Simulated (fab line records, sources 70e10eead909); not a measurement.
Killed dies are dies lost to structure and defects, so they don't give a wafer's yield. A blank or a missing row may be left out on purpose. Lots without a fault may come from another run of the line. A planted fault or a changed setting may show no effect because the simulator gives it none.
Chamber matching | flow nand_harc | NHARC_P_M1_ETCH_35 on rie_diel-13: 4 sister chambers
The step etches the open film in N2/H2, target depth 40 nm, overetch 12 nm, time 43.94 s. 4 wafers are shown with their chamber, then 9 later ones without.

WAFERS WITH THEIR CHAMBER
wafer  | chamber | drypump_motor_current_A (A)
L089.3 | 1       | 5.0
L091.1 | 3       | 5.1
L091.2 | 2       | 6.2
L091.4 | 0       | 5.7

WAFERS WITHOUT THEIR CHAMBER
wafer  | drypump_motor_current_A (A)
L092.1 | 5.0
L092.3 | 6.2
L092.5 | 5.1
L093.4 | 5.1
L093.5 | 5.7
L093.6 | 5.1
L094.1 | 5.8
L094.2 | 6.2
L094.3 | 5.1

WHICH CHAMBER EACH WENT THROUGH
wafer  | from the rows above | in truth
L092.1 | 1                   | 1
L092.3 | 2                   | 2
L092.5 | 3                   | 3
L093.4 | 3                   | 3
L093.5 | 0                   | 0
L093.6 | 3                   | 3
L094.1 | 0                   | 0
L094.2 | 2                   | 2
L094.3 | 3                   | 3
Placed correctly: 9 of 9. Can't be placed from these rows: 0. Placed wrongly: 0.
How it was worked out, from the rows above alone: a wafer's distance from a chamber is the root of the sum, over the readings, of the square of ((its reading less the chamber's mean) divided by the reading's scatter). The wafer belongs to the nearest chamber; if the next one is less than 2 further off, it can't be placed. A chamber's mean is the mean of its shown wafers. The scatter: with one shown wafer a chamber, the root of the mean of the squares of how far each hidden wafer lies from its nearest shown one.
